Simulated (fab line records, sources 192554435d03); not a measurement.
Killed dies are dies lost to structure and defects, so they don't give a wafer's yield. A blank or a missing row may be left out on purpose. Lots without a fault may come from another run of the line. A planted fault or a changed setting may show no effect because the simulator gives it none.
fab line records | flow n5_finfet
record lots=5 wafers=15 last_day=15
route steps=1938 shown BEOL_M4@1036
lots that met no fault: from a run of the same line without faults
start_h: hours from the record's first day to the start of the lot's first wafer shown | wait_h: hours since the lot's step before | " the same as in the row above | L1.1+2: a row that stands for several wafers | - no value, or no start given | * or withheld: withheld | < > ~ a bound
route shown NAME@n: a module of which the file shows steps, and the number in the route of the first | usual: mean/standard deviation of fault-free wafers | same: alike in all rows | chamber/n: place in a boat | sites: the reading at each site | _std_site: their standard deviation | _edge_site: outer sites' mean less inner sites' | radius_mm: how far each site lies from the wafer's centre | mask NAME#n: copy n | behind: the tool/chamber that last shaped the wafer | hold: why the lot was held/for how many hours/how that ended | device: the transistor (n, p or np) that didn't switch | end of line: the same wafers' tests at the end of the route | a step without rows: its recipe alone | killed: dies lost to structure and defects at the first sort, not the wafer's yield | map: a wafer's dies, x killed, . not, _ none there
set.NAME: the setting as run; set.NAME@STEP: as run at that earlier step | model.NAME: the simulator's own value behind a step, which no gauge read
lots at some steps of the route; a table a step, a row a wafer
services: from which hour (start_h, from the record's first day; less than 0 if before it) a tool's chamber was out of use, for how many hours, and why
## steps
# step N5_BEOL_M4_INSPECT_13
# recipe mode=adi inspect_instrument=brightfield
# usual raw_defect_count=401/97
# columns lot.wafer tool chamber start_h wait_h raw_defect_count
L079.2 defect_inspect-01 - 178.10 0.0 391
L079.4 " - " " 391
L079.6 " - " " 348
L082.3 defect_inspect-01 - 212.81 0.0 412
L082.4 " - " " 284
L082.5 " - " " 252
L084.2 defect_inspect-01 - 229.23 0.0 385
L084.4 " - " " 380
L084.5 " - " " 288
L086.1 defect_inspect-01 - 235.83 0.1 296
L086.5 " - " " 302
L086.6 " - " " 291
L090.2 defect_inspect-02 - 244.48 0.0 470
L090.4 " - " " 541
L090.6 " - " " 589
# step N5_BEOL_M4_DESCUM_16
# recipe chemistry=O2 time_s=7 source_power_w=50 bias_power_w=20 pressure_mtorr=20 rf_frequency_hz=2.712e+07 temp_c=40 resist=CAR-EUV o2_flow_sccm=225
# usual drypump_motor_current_A=5.7/0.47 oes_product_au=0.77/0.07 rf_vpp_V=243.5/1.3 showerhead_plenum_p_Torr=2.12/0.062 throttle_valve_pct=20.42/0.22
# columns lot.wafer tool chamber start_h wait_h drypump_motor_current_A oes_product_au rf_hours_counter_h rf_vpp_V showerhead_plenum_p_Torr throttle_valve_pct
L079.2 rie_diel-01 1 178.13 0.0 5.1 0.69 238 243.4 2.17 20.56
L079.4 " 0 " " 5.8 0.77 159 243.7 2.10 20.39
L079.6 " 2 " " 4.8 0.72 - 241.8 2.01 20.62
L082.3 rie_diel-04 0 213.05 0.2 6.1 0.73 184 241.7 2.09 20.80
L082.4 " 1 " " 6.0 0.84 - 243.7 2.13 20.59
L082.5 " 3 " " 5.9 0.71 - 243.2 2.16 20.47
L084.2 rie_diel-04 3 229.30 0.1 5.9 0.70 228 244.7 2.16 20.47
L084.4 " 1 " " 6.0 0.83 - 244.3 2.12 20.60
L084.5 " 0 " " 6.1 0.72 - 243.1 2.09 20.81
L086.1 rie_diel-01 0 235.93 0.1 5.8 0.75 184 242.5 2.09 20.43
L086.5 " 0 " " 5.8 0.75 - 242.3 2.10 20.45
L086.6 " 3 " " 6.2 0.82 - 244.9 2.19 20.10
L090.2 rie_diel-01 2 244.52 0.0 4.8 0.71 206 241.8 2.00 20.65
L090.4 " 2 " " 4.8 0.70 - 240.7 2.00 20.67
L090.6 " 0 " " 5.8 0.75 - 243.9 2.09 20.44
# step N5_BEOL_M4_ETCH_74
# recipe chemistry=N2/H2 target=underlayer target_depth_a=65 mask_material=CAR-EUV time_s=5.2 ion_energy_ev=200 pressure_mtorr=30 source_w=840 bias_w=150 n2_flow_sccm=200 h2_flow_sccm=200 ends=cleared
# usual drypump_motor_current_A=5.7/0.47 etch_rf_on_time_s=5.20/0.098 n2_flow_sccm=200.1/0.62 oes_product_au=0.66/0.061 rf_vpp_V=524.4/2.6 showerhead_plenum_p_Torr=2.56/0.078 throttle_valve_pct=17.78/0.22
# columns lot.wafer tool chamber start_h wait_h drypump_motor_current_A etch_rf_on_time_s n2_flow_sccm oes_product_au rf_hours_counter_h rf_vpp_V showerhead_plenum_p_Torr throttle_valve_pct
L079.2 rie_diel-01 1 178.17 0.0 5.1 5.06 199.7 0.61 238 524.1 2.62 17.92
L079.4 " 0 " " 5.8 5.29 199.6 0.65 159 521.2 2.53 17.70
L079.6 " 2 " " 4.8 5.20 200.8 0.62 - 519.4 2.44 18.03
L082.3 rie_diel-04 0 213.09 0.0 6.1 5.25 200.6 0.63 184 520.9 2.52 18.09
L082.4 " 1 " " 6.0 5.16 199.7 0.69 - 524.3 2.59 17.93
L082.5 " 3 " " 6.0 5.19 200.5 0.60 - 526.6 2.61 17.78
L084.2 rie_diel-04 3 229.33 0.0 5.9 5.18 199.6 0.60 228 524.6 2.60 17.82
L084.4 " 1 " " 6.0 5.17 198.7 0.70 - 526.3 2.59 17.94
L084.5 " 0 " " 6.1 5.22 200.3 0.62 - 523.7 2.52 18.11
L086.1 rie_diel-01 0 235.96 0.0 5.8 5.32 200.4 0.62 184 523.0 2.52 17.77
L086.5 " 0 " " 5.9 5.31 200.2 0.63 - 523.8 2.52 17.74
L086.6 " 3 " " 6.2 5.05 201.0 0.71 - 527.7 2.68 17.53
L090.2 rie_diel-01 2 244.55 0.0 4.8 5.16 199.6 0.60 206 519.4 2.42 18.09
L090.4 " 2 " " 4.8 5.10 199.6 0.61 - 521.1 2.42 18.09
L090.6 " 0 " " 5.8 5.22 199.3 0.61 - 523.7 2.52 17.75
# step N5_BEOL_M4_ETCH_63
# recipe chemistry=CF4 target=SiARC target_depth_a=156 mask_material=CAR-EUV time_s=26 ion_energy_ev=80 pressure_mtorr=40 source_w=545 bias_w=36 Ar_flow_sccm=100 cf4_flow_sccm=100 ends=cleared
# usual cf4_flow_sccm=100.0/0.31 drypump_motor_current_A=5.7/0.47 etch_rf_on_time_s=25.8/0.48 oes_product_au=0.66/0.062 rf_vpp_V=184.1/1.2 showerhead_plenum_p_Torr=2.16/0.068 throttle_valve_pct=15.58/0.18
# columns lot.wafer tool chamber start_h wait_h cf4_flow_sccm drypump_motor_current_A etch_rf_on_time_s oes_product_au rf_hours_counter_h rf_vpp_V showerhead_plenum_p_Torr throttle_valve_pct
L079.2 rie_diel-01 1 178.18 0.0 100.4 5.1 24.6 0.62 238 184.5 2.20 15.64
L079.4 " 0 " " 99.7 5.8 25.8 0.65 159 184.6 2.14 15.50
L079.6 " 2 " " 99.8 4.8 25.8 0.62 - 182.0 2.05 15.70
L082.3 rie_diel-04 0 213.10 0.0 99.4 6.1 26.2 0.62 184 183.2 2.13 15.89
L082.4 " 1 " " 100.4 6.0 25.9 0.71 - 185.0 2.17 15.67
L082.5 " 3 " " 100.2 5.9 25.7 0.61 - 185.8 2.20 15.66
L084.2 rie_diel-04 3 229.35 0.0 100.0 5.9 26.1 0.60 228 186.0 2.19 15.66
L084.4 " 1 " " 99.9 6.0 26.0 0.70 - 184.1 2.17 15.66
L084.5 " 0 " " 99.8 6.1 26.3 0.62 - 183.4 2.12 15.91
L086.1 rie_diel-01 0 235.98 0.0 99.9 5.8 26.1 0.63 184 183.5 2.13 15.54
L086.5 " 0 " " 100.0 5.8 25.9 0.63 - 183.9 2.13 15.53
L086.6 " 3 " " 100.3 6.2 25.1 0.72 - 186.1 2.27 15.49
L090.2 rie_diel-01 2 244.57 0.0 99.6 4.8 25.8 0.61 206 181.4 2.04 15.77
L090.4 " 2 " " 99.8 4.8 25.8 0.60 - 182.9 2.04 15.78
L090.6 " 0 " " 100.5 5.9 26.0 0.62 - 183.5 2.13 15.56
# step N5_BEOL_M4_ETCH_64
# recipe chemistry=N2/H2 target=SOC target_depth_a=750 overetch_a=225 mask_material=SiARC temp_c=40 time_s=121.9 ion_energy_ev=200 pressure_mtorr=30 source_w=840 bias_w=150 n2_flow_sccm=200 h2_flow_sccm=200
# usual drypump_motor_current_A=5.7/0.47 n2_flow_sccm=199.9/0.63 oes_product_au=0.58/0.051 rf_vpp_V=524.6/2.4 showerhead_plenum_p_Torr=2.56/0.078 throttle_valve_pct=17.74/0.22
# columns lot.wafer tool chamber start_h wait_h drypump_motor_current_A n2_flow_sccm oes_product_au rf_hours_counter_h rf_vpp_V showerhead_plenum_p_Torr throttle_valve_pct
L079.2 rie_diel-01 1 178.21 0.0 5.1 199.2 0.53 238 525.2 2.62 17.88
L079.4 " 0 " " 5.8 200.3 0.58 159 524.3 2.53 17.68
L079.6 " 2 " " 4.8 200.1 0.55 - 520.7 2.44 17.98
L082.3 rie_diel-04 0 213.13 0.0 6.1 200.8 0.56 184 524.1 2.52 18.04
L082.4 " 1 " " 6.0 200.4 0.63 - 523.7 2.59 17.89
L082.5 " 3 " " 5.9 199.6 0.54 - 527.7 2.61 17.77
L084.2 rie_diel-04 3 229.38 0.0 5.9 200.9 0.53 228 526.8 2.60 17.78
L084.4 " 1 " " 6.0 199.6 0.63 - 524.6 2.59 17.90
L084.5 " 0 " " 6.0 199.7 0.56 - 525.5 2.52 18.07
L086.1 rie_diel-01 0 236.01 0.0 5.8 200.3 0.55 184 523.5 2.52 17.70
L086.5 " 0 " " 5.8 199.6 0.56 - 523.2 2.52 17.73
L086.6 " 3 " " 6.2 198.9 0.62 - 527.4 2.68 17.49
L090.2 rie_diel-01 2 244.60 0.0 4.8 200.5 0.53 206 519.9 2.42 18.05
L090.4 " 2 " " 4.8 199.6 0.54 - 519.8 2.42 18.03
L090.6 " 0 " " 5.8 199.0 0.56 - 522.4 2.52 17.71
# step N5_BEOL_M4_STRIP_65
# recipe chemistry=N2/H2 temp_c=40 n2_flow_sccm=200 h2_flow_sccm=200 rf_frequency_hz=6e+07
# columns lot.wafer tool chamber start_h wait_h
L079.2+4+6 rie_diel-01 1,0,2 178.33 0.1
L082.3+4+5 rie_diel-04 0,1,3 213.24 0.1
L084.2+4+5 rie_diel-04 3,1,0 229.49 0.1
L086.1+5+6 rie_diel-01 0,0,3 236.12 0.1
L090.2+4+6 rie_diel-01 2,2,0 244.71 0.1
# step N5_BEOL_M4_STRIP_75
# recipe chemistry=N2/H2 temp_c=40 n2_flow_sccm=200 h2_flow_sccm=200 rf_frequency_hz=6e+07
# columns lot.wafer tool chamber start_h wait_h
L079.2+4+6 rie_diel-01 1,0,2 178.34 0.0
L082.3+4+5 rie_diel-04 0,1,3 213.25 0.0
L084.2+4+5 rie_diel-04 3,1,0 229.50 0.0
L086.1+5+6 rie_diel-01 0,0,3 236.13 0.0
L090.2+4+6 rie_diel-01 2,2,0 244.72 0.0
# step N5_BEOL_M4_STRIP_66
# recipe chemistry=CF4 resist=SiARC power_w=300 bias_power_w=75 pressure_mtorr=50 cf4_flow_sccm=150 rf_frequency_hz=6e+07
# usual cf4_flow_sccm=150.0/0.44 drypump_motor_current_A=5.7/0.47 oes_product_au=0.76/0.066 rf_vpp_V=271.5/1.5 showerhead_plenum_p_Torr=1.80/0.055 throttle_valve_pct=13.55/0.19
# columns lot.wafer tool chamber start_h wait_h cf4_flow_sccm drypump_motor_current_A oes_product_au rf_hours_counter_h rf_vpp_V showerhead_plenum_p_Torr throttle_valve_pct
L079.2 rie_diel-01 1 178.35 0.0 150.3 5.0 0.69 238 273.2 1.83 13.64
L079.4 " 0 " " 149.3 5.8 0.74 159 270.5 1.79 13.49
L079.6 " 2 " " 150.7 4.8 0.71 - 269.1 1.72 13.68
L082.3 rie_diel-04 0 213.26 0.0 149.9 6.1 0.74 184 272.3 1.78 13.89
L082.4 " 1 " " 149.5 6.0 0.82 - 271.7 1.80 13.53
L082.5 " 3 " " 150.3 5.9 0.71 - 273.7 1.84 13.64
L084.2 rie_diel-04 3 229.51 0.0 149.9 5.9 0.70 228 272.2 1.83 13.66
L084.4 " 1 " " 149.9 6.0 0.82 - 270.9 1.80 13.56
L084.5 " 0 " " 150.2 6.1 0.73 - 271.5 1.78 13.90
L086.1 rie_diel-01 0 236.14 0.0 150.0 5.8 0.73 184 271.7 1.78 13.54
L086.5 " 0 " " 150.3 5.8 0.73 - 270.2 1.78 13.56
L086.6 " 3 " " 150.2 6.1 0.82 - 272.8 1.90 13.42
L090.2 rie_diel-01 2 244.73 0.0 149.9 4.8 0.69 206 270.8 1.71 13.78
L090.4 " 2 " " 150.3 4.8 0.69 - 268.9 1.71 13.76
L090.6 " 0 " " 150.3 5.9 0.72 - 270.5 1.78 13.54
# step N5_BEOL_M4_HM_OPEN_17
# recipe chemistry=Cl2/BCl3 target_depth_a=200 overetch_a=60 target=TiN mask_material=SOC ion_energy_ev=150 pressure_mtorr=10 icp_w=1000 bias_w=126 Cl2_flow_sccm=53.25 bcl3_flow_sccm=21.75 Ar_flow_sccm=25
# usual drypump_motor_current_A=5.6/0.45 oes_product_au=0.73/0.056 throttle_valve_pct=22.14/0.17
# columns lot.wafer tool chamber start_h wait_h drypump_motor_current_A oes_product_au rf_hours_counter_h throttle_valve_pct
L079.2 rie_metal-01 0 178.39 0.0 5.3 0.80 3 22.13
L079.4 " 1 " " 6.1 0.65 - 22.15
L079.6 " 1 " " 6.1 0.66 - 22.14
L082.3 rie_metal-01 1 213.33 0.1 6.0 0.65 - 22.16
L082.4 " 0 " " 5.3 0.80 - 22.11
L082.5 " 1 " " 6.1 0.65 - 22.16
L084.2 rie_metal-03 1 229.55 0.0 4.9 0.75 9 22.10
L084.4 " 0 " " 5.4 0.75 - 21.85
L084.5 " 0 " " 5.4 0.75 - 21.84
L086.1 rie_metal-01 1 236.18 0.0 6.1 0.64 43 22.17
L086.5 " 1 " " 6.1 0.63 - 22.16
L086.6 " 0 " " 5.3 0.78 - 22.11
L090.2 rie_metal-01 1 244.77 0.0 6.1 0.65 44 22.14
L090.4 " 1 " " 6.0 0.64 - 22.17
L090.6 " 0 " " 5.3 0.77 - 22.12
# step N5_BEOL_M4_STRIP_19
# recipe chemistry=O2 power_w=400 temp_c=40 pressure_mtorr=30 rf_frequency_hz=6e+07 bias_power_w=0 overash_fraction=0.2 o2_flow_sccm=225
# usual drypump_motor_current_A=5.6/0.47 oes_product_au=0.77/0.068 rf_vpp_V=3.6/0.48 showerhead_plenum_p_Torr=2.12/0.061 throttle_valve_pct=16.65/0.22
# columns lot.wafer tool chamber start_h wait_h drypump_motor_current_A oes_product_au rf_hours_counter_h rf_vpp_V showerhead_plenum_p_Torr throttle_valve_pct
L079.2 rie_diel-01 0 178.62 0.2 5.8 0.77 160 3.9 2.11 16.63
L079.4 " 2 " " 4.8 0.72 178 3.9 2.01 16.81
L079.6 " 0 " " 5.8 0.77 - 3.8 2.11 16.66
L082.3 rie_diel-03 0 213.61 0.2 5.3 0.78 116 4.6 2.21 16.49
L082.4 " 1 " " 5.4 0.74 152 3.4 2.09 16.47
L082.5 " 1 " " 5.4 0.75 - 2.7 2.09 16.46
L084.2 rie_diel-01 2 229.66 0.1 4.8 0.72 199 3.2 2.01 16.86
L084.4 " 2 " " 4.8 0.72 - 2.8 2.00 16.88
L084.5 " 0 " " 5.8 0.75 - 4.2 2.10 16.67
L086.1 rie_diel-01 0 236.29 0.1 5.9 0.75 184 3.3 2.10 16.69
L086.5 " 3 " " 6.2 0.83 - 4.0 2.20 16.40
L086.6 " 2 " " 4.8 0.71 - 3.6 2.00 16.88
L090.2 rie_diel-03 0 244.89 0.1 5.3 0.77 126 3.1 2.20 16.51
L090.4 " 2 " " 5.2 0.74 190 3.9 2.08 16.56
L090.6 " 2 " " 5.2 0.75 - 4.4 2.08 16.55
# step N5_BEOL_M4_CD_MEAS_18
# recipe pitch_nm=36 target_cd_nm=18
# usual cd_nm=18.0/0.35
# columns lot.wafer tool chamber start_h wait_h cd_nm
L079.2 cd_sem-02 - 178.69 0.1 18.4
L079.4 " - " " 18.3
L079.6 " - " " 17.5
L082.3 cd_sem-03 - 213.68 0.1 17.6
L082.4 " - " " 17.6
L082.5 " - " " 17.6
L084.2 cd_sem-01 - 229.73 0.1 18.3
L084.4 " - " " 17.8
L084.5 " - " " 17.4
L086.1 cd_sem-01 - 236.36 0.0 18.2
L086.5 " - " " 18.0
L086.6 " - " " 18.2
L090.2 cd_sem-02 - 244.96 0.1 17.4
L090.4 " - " " 17.8
L090.6 " - " " 17.7
# step N5_BEOL_M4_COAT_67
# recipe resist=SOC temp_c=250 time_s=60 spin_rpm=1500 resist_thk_nm=60
# columns lot.wafer tool chamber start_h wait_h
L079.2+4+6 litho_track-04 0 178.73 0.0
L082.3+4+5 litho_track-01 0 213.71 0.0
L084.2+4+5 litho_track-01 0 229.77 0.0
L086.1+5+6 litho_track-01 0 236.40 0.0
L090.2+4+6 litho_track-04 0 244.99 0.0
# step N5_BEOL_M4_COAT_68
# recipe resist=SiARC temp_c=220 time_s=60 spin_rpm=1500 resist_thk_nm=12
# columns lot.wafer tool chamber start_h wait_h
L079.2+4+6 litho_track-04 0 - -
L082.3+4+5 litho_track-01 0 - -
L084.2+4+5 litho_track-01 0 - -
L086.1+5+6 litho_track-01 0 - -
L090.2+4+6 litho_track-04 0 - -
# step N5_BEOL_M4_COAT_76
# recipe resist=underlayer temp_c=205 time_s=60 spin_rpm=1500 resist_thk_nm=5
# columns lot.wafer tool chamber start_h wait_h
L079.2+4+6 litho_track-04 0 - -
L082.3+4+5 litho_track-01 0 - -
L084.2+4+5 litho_track-01 0 - -
L086.1+5+6 litho_track-01 0 - -
L090.2+4+6 litho_track-04 0 - -
# step N5_BEOL_M4_COAT_22
# recipe resist=CAR-EUV spin_rpm=1500 resist_thk_nm=30
# columns lot.wafer tool chamber start_h wait_h
L079.2+4+6 litho_track-04 0 - -
L082.3+4+5 litho_track-01 0 - -
L084.2+4+5 litho_track-01 0 - -
L086.1+5+6 litho_track-01 0 - -
L090.2+4+6 litho_track-04 0 - -
# step N5_BEOL_M4_EBR_24
# recipe solvent=PGMEA ebr_width_mm=1.5
# same ebr_width_mm=1.5
# columns lot.wafer tool chamber start_h wait_h
L079.2+4+6 litho_track-04 0 - -
L082.3+4+5 litho_track-01 0 - -
L084.2+4+5 litho_track-01 0 - -
L086.1+5+6 litho_track-01 0 - -
L090.2+4+6 litho_track-04 0 - -
# step N5_BEOL_M4_SOFTBAKE_23
# recipe temp_c=110 time_s=60 resist=CAR-EUV
# columns lot.wafer tool chamber start_h wait_h
L079.2+4+6 litho_track-04 0 - -
L082.3+4+5 litho_track-01 0 - -
L084.2+4+5 litho_track-01 0 - -
L086.1+5+6 litho_track-01 0 - -
L090.2+4+6 litho_track-04 0 - -
# step N5_BEOL_M4_EXPOSE_25
# recipe mask_id=V3 na=0.33 source_shape=quasar sigma_inner=0.2 sigma_outer=0.8 polarization=unpolarized defocus_nm=5 dose_mj=63
# columns lot.wafer tool chamber start_h wait_h mask
L079.2+4+6 euv_scanner-02 0 179.00 - V3#0
L082.3+4+5 euv_scanner-01 0 213.99 - V3#0
L084.2+4+5 euv_scanner-01 0 229.91 - V3#0
L086.1+5+6 euv_scanner-02 0 236.66 - V3#0
L090.2+4+6 euv_scanner-02 0 245.14 - V3#0
# step N5_BEOL_M4_PEB_26
# recipe peb_temp_c=100 peb_time_s=60 resist=CAR-EUV
# same peb_time_s=60
# columns lot.wafer tool chamber start_h wait_h
L079.2+4+6 litho_track-01 0 179.07 0.1
L082.3+4+5 litho_track-04 0 214.05 0.1
L084.2+4+5 litho_track-04 0 229.98 0.1
L086.1+5+6 litho_track-04 0 236.74 0.1
L090.2+4+6 litho_track-04 0 245.21 0.1
# step N5_BEOL_M4_DEVELOP_27
# recipe develop_time_s=30 developer=TMAH resist=CAR-EUV rinse_liquid=surfactant_rinse dry=air_spin dev_temp_c=23
# columns lot.wafer tool chamber start_h wait_h
L079.2+4+6 litho_track-01 0 - -
L082.3+4+5 litho_track-04 0 - -
L084.2+4+5 litho_track-04 0 - -
L086.1+5+6 litho_track-04 0 - -
L090.2+4+6 litho_track-04 0 - -
# step N5_BEOL_M4_CD_MEAS_28
# recipe target_cd_nm=26.2 landing_energy_ev=500 detector=se_inlens target_cd_y_nm=24.1 polarity=opening
# usual cd_nm=26.21/0.24
# columns lot.wafer tool chamber start_h wait_h cd_nm
L079.2 cd_sem-01 0 179.14 - 25.95
L079.4 " 0 " " 26.39
L079.6 " 0 " " 25.98
L082.3 cd_sem-02 0 214.12 - 26.35
L082.4 " 0 " " 26.40
L082.5 " 0 " " 26.15
L084.2 cd_sem-02 0 230.05 - 26.04
L084.4 " 0 " " 26.34
L084.5 " 0 " " 26.15
L086.1 cd_sem-03 0 236.81 - 26.25
L086.5 " 0 " " 26.06
L086.6 " 0 " " 26.27
L090.2 cd_sem-03 0 245.28 - 26.08
L090.4 " 0 " " 26.10
L090.6 " 0 " " 25.84
# step N5_BEOL_M4_OVL_MEAS_29
# recipe points_per_wafer=522
# usual V3_OVL=-0.5/0.66
# columns lot.wafer tool chamber start_h wait_h V3_OVL[nm]
L079.2 overlay-01 0 179.17 0.0 -1.0
L079.4 " 0 " " -0.4
L079.6 " 0 " " -0.5
L082.3 overlay-01 0 214.16 0.0 -0.5
L082.4 " 0 " " -1.1
L082.5 " 0 " " -1.4
L084.2 overlay-02 0 230.08 0.0 -0.1
L084.4 " 0 " " 0.0
L084.5 " 0 " " 0.6
L086.1 overlay-01 0 236.84 0.0 -1.2
L086.5 " 0 " " -0.6
L086.6 " 0 " " -1.4
L090.2 overlay-01 0 245.31 0.0 -0.3
L090.4 " 0 " " 0.1
L090.6 " 0 " " -0.4
# step N5_BEOL_M4_INSPECT_30
# recipe mode=adi inspect_instrument=brightfield
# usual raw_defect_count=397/95
# columns lot.wafer tool chamber start_h wait_h raw_defect_count
L079.2 defect_inspect-01 - 179.23 0.0 368
L079.4 " - " " 374
L079.6 " - " " 359
L082.3 defect_inspect-01 - 214.21 0.0 420
L082.4 " - " " 298
L082.5 " - " " 265
L084.2 defect_inspect-01 - 230.14 0.0 343
L084.4 " - " " 372
L084.5 " - " " 298
L086.1 defect_inspect-02 - 236.89 0.1 308
L086.5 " - " " 336
L086.6 " - " " 348
L090.2 defect_inspect-01 - 245.37 0.0 407
L090.4 " - " " 474
L090.6 " - " " 557
# step N5_BEOL_M4_DESCUM_33
# recipe chemistry=O2 time_s=7 source_power_w=50 bias_power_w=20 pressure_mtorr=20 rf_frequency_hz=2.712e+07 temp_c=40 resist=CAR-EUV o2_flow_sccm=225
# usual drypump_motor_current_A=5.6/0.45 oes_product_au=0.77/0.069 rf_vpp_V=243.2/1.2 showerhead_plenum_p_Torr=2.12/0.062 throttle_valve_pct=20.37/0.21
# columns lot.wafer tool chamber start_h wait_h drypump_motor_current_A oes_product_au rf_hours_counter_h rf_vpp_V showerhead_plenum_p_Torr throttle_valve_pct
L079.2 rie_diel-04 1 179.26 0.0 6.0 0.85 42 243.5 2.13 20.55
L079.4 " 2 " " 6.1 0.69 240 241.9 2.07 20.36
L079.6 " 3 " " 5.9 0.71 - 243.7 2.17 20.46
L082.3 rie_diel-01 0 214.24 0.0 5.8 0.75 174 243.2 2.10 20.42
L082.4 " 2 " " 4.8 0.70 191 241.7 2.00 20.64
L082.5 " 2 " " 4.8 0.71 - 240.2 2.00 20.64
L084.2 rie_diel-01 0 230.17 0.0 5.8 0.75 182 243.8 2.10 20.46
L084.4 " 3 " " 6.2 0.84 - 244.1 2.20 20.12
L084.5 " 2 " " 4.8 0.71 - 240.7 2.00 20.63
L086.1 rie_diel-01 0 236.93 0.0 5.8 0.75 185 242.9 2.10 20.43
L086.5 " 0 " " 5.8 0.75 - 242.7 2.10 20.45
L086.6 " 3 " " 6.1 0.83 - 243.1 2.20 20.08
L090.2 rie_diel-01 0 245.40 0.0 5.8 0.74 189 242.5 2.09 20.46
L090.4 " 2 " " 4.8 0.69 - 241.1 2.00 20.68
L090.6 " 3 " " 6.2 0.82 - 244.1 2.19 20.11
# step N5_BEOL_M4_ETCH_77
# recipe chemistry=N2/H2 target=underlayer target_depth_a=65 mask_material=CAR-EUV time_s=5.2 ion_energy_ev=200 pressure_mtorr=30 source_w=840 bias_w=150 n2_flow_sccm=200 h2_flow_sccm=200 ends=cleared
# usual drypump_motor_current_A=5.6/0.46 etch_rf_on_time_s=5.19/0.11 n2_flow_sccm=199.9/0.63 oes_product_au=0.66/0.058 rf_vpp_V=524.5/2.5 showerhead_plenum_p_Torr=2.56/0.074 throttle_valve_pct=17.74/0.22
# columns lot.wafer tool chamber start_h wait_h drypump_motor_current_A etch_rf_on_time_s n2_flow_sccm oes_product_au rf_hours_counter_h rf_vpp_V showerhead_plenum_p_Torr throttle_valve_pct
L079.2 rie_diel-04 1 179.29 0.0 6.0 5.13 199.2 0.74 42 522.7 2.60 17.92
L079.4 " 2 " " 6.1 5.16 200.1 0.60 240 522.8 2.50 17.67
L079.6 " 3 " " 5.9 5.24 200.5 0.61 - 527.7 2.61 17.80
L082.3 rie_diel-01 0 214.28 0.0 5.8 5.21 198.9 0.63 174 522.7 2.53 17.73
L082.4 " 2 " " 4.8 5.14 199.7 0.61 191 521.6 2.43 18.05
L082.5 " 2 " " 4.8 5.18 199.8 0.61 - 520.4 2.43 18.06
L084.2 rie_diel-01 0 230.21 0.0 5.9 5.22 200.3 0.63 182 524.2 2.52 17.77
L084.4 " 3 " " 6.2 5.06 200.7 0.71 - 527.3 2.68 17.54
L084.5 " 2 " " 4.8 5.14 200.1 0.61 - 519.3 2.43 18.07
L086.1 rie_diel-01 0 236.96 0.0 5.8 5.33 201.2 0.62 185 522.7 2.52 17.78
L086.5 " 0 " " 5.8 5.31 200.7 0.62 - 523.3 2.52 17.74
L086.6 " 3 " " 6.2 5.12 199.6 0.71 - 528.0 2.68 17.51
L090.2 rie_diel-01 0 245.43 0.0 5.8 5.25 199.5 0.62 189 523.9 2.52 17.77
L090.4 " 2 " " 4.8 5.12 199.8 0.62 - 520.7 2.42 18.11
L090.6 " 3 " " 6.1 5.07 200.8 0.71 - 528.3 2.68 17.53
# step N5_BEOL_M4_ETCH_69
# recipe chemistry=CF4 target=SiARC target_depth_a=156 mask_material=CAR-EUV time_s=26 ion_energy_ev=80 pressure_mtorr=40 source_w=545 bias_w=36 Ar_flow_sccm=100 cf4_flow_sccm=100 ends=cleared
# usual cf4_flow_sccm=99.9/0.31 drypump_motor_current_A=5.6/0.45 etch_rf_on_time_s=25.9/0.48 oes_product_au=0.66/0.059 rf_vpp_V=184.2/1.2 showerhead_plenum_p_Torr=2.16/0.063 throttle_valve_pct=15.54/0.18
# columns lot.wafer tool chamber start_h wait_h cf4_flow_sccm drypump_motor_current_A etch_rf_on_time_s oes_product_au rf_hours_counter_h rf_vpp_V showerhead_plenum_p_Torr throttle_valve_pct
L079.2 rie_diel-04 1 179.31 0.0 99.9 6.0 25.8 0.72 42 185.5 2.17 15.64
L079.4 " 2 " " 99.5 6.0 26.1 0.59 240 184.6 2.11 15.56
L079.6 " 3 " " 100.3 5.9 26.1 0.61 - 185.2 2.20 15.61
L082.3 rie_diel-01 0 214.29 0.0 100.1 5.8 25.9 0.64 174 183.8 2.13 15.51
L082.4 " 2 " " 99.7 4.7 25.8 0.61 191 181.5 2.05 15.75
L082.5 " 2 " " 99.5 4.8 25.7 0.61 - 182.2 2.05 15.73
L084.2 rie_diel-01 0 230.22 0.0 100.1 5.8 26.1 0.63 182 183.4 2.13 15.53
L084.4 " 3 " " 100.1 6.2 25.2 0.73 - 187.0 2.27 15.47
L084.5 " 2 " " 100.5 4.8 25.8 0.61 - 183.1 2.04 15.76
L086.1 rie_diel-01 0 236.98 0.0 99.7 5.8 26.0 0.62 185 184.4 2.13 15.55
L086.5 " 0 " " 100.0 5.8 25.8 0.63 - 183.1 2.13 15.54
L086.6 " 3 " " 100.2 6.2 25.4 0.71 - 184.3 2.27 15.48
L090.2 rie_diel-01 0 245.45 0.0 100.3 5.8 26.6 0.62 189 182.6 2.13 15.53
L090.4 " 2 " " 99.9 4.8 26.3 0.60 - 181.7 2.04 15.77
L090.6 " 3 " " 100.0 6.1 25.6 0.71 - 184.8 2.27 15.51
# step N5_BEOL_M4_ALD_98
# recipe material=SiO2 target_thk_a=25 temp_c=100 ald_precursor_family=BDEAS ald_co_reactant=O2-plasma pulse_time_s=1 co_reactant_pulse_time_s=1 purge_time_s=2 co_reactant_purge_time_s=2 ald_cycles=17 pressure_torr=2
# usual heater_power_w=77/6.7 precursor_pulse_height_rel=1.001/0.02
# same purge_time_s=2
# columns lot.wafer tool chamber start_h wait_h heater_power_w precursor_pulse_height_rel
L079.2 ald_sin-01 1 179.39 0.1 75 0.977
L079.4 " 0 " " 84 0.983
L079.6 " 1 " " 76 0.991
L082.3 ald_sin-03 3 214.45 0.1 70 1.009
L082.4 " 2 " " 71 1.012
L082.5 " 0 " " 86 1.014
L084.2 ald_sin-01 1 231.08 0.8 74 1.006
L084.4 " 2 " " 68 1.040
L084.5 " 2 " " 69 0.967
L086.1 ald_sin-03 3 237.06 0.1 72 1.002
L086.5 " 3 " " 71 1.000
L086.6 " 2 " " 69 1.025
L090.2 ald_sin-03 3 245.55 0.1 71 1.016
L090.4 " 1 " " 77 1.011
L090.6 " 3 " " 71 0.992
## services
# columns tool chamber start_h hours kind
rie_diel-04 1 161.52 5.3 repair
euv_scanner-01 0 164.25 - calibration
litho_track-04 - 168.14 - consumable_replace:filter
rie_diel-03 3 180.27 - clean
rie_diel-03 3 180.27 - consumable_replace:focus_ring
rie_diel-03 3 180.27 28.1 scheduled_down
rie_diel-03 3 180.27 28.1 vent_cycle
euv_scanner-01 - 183.77 1.0 pm
rie_metal-03 - 186.42 2.8 pm
rie_metal-01 - 189.92 0.2 repair
rie_diel-01 3 191.98 14.3 repair
euv_scanner-01 - 198.35 8.8 repair
euv_scanner-02 - 207.18 1.0 pm
rie_diel-04 2 210.28 - clean
rie_diel-04 2 210.28 - consumable_replace:focus_ring
rie_diel-04 2 210.28 22.0 scheduled_down
rie_diel-04 2 210.28 22.0 vent_cycle
rie_diel-03 - 211.67 1.7 repair
euv_scanner-02 0 233.87 - calibration
euv_scanner-01 - 239.92 1.0 pm
euv_scanner-01 - 244.39 4.6 pm
## key
fault none
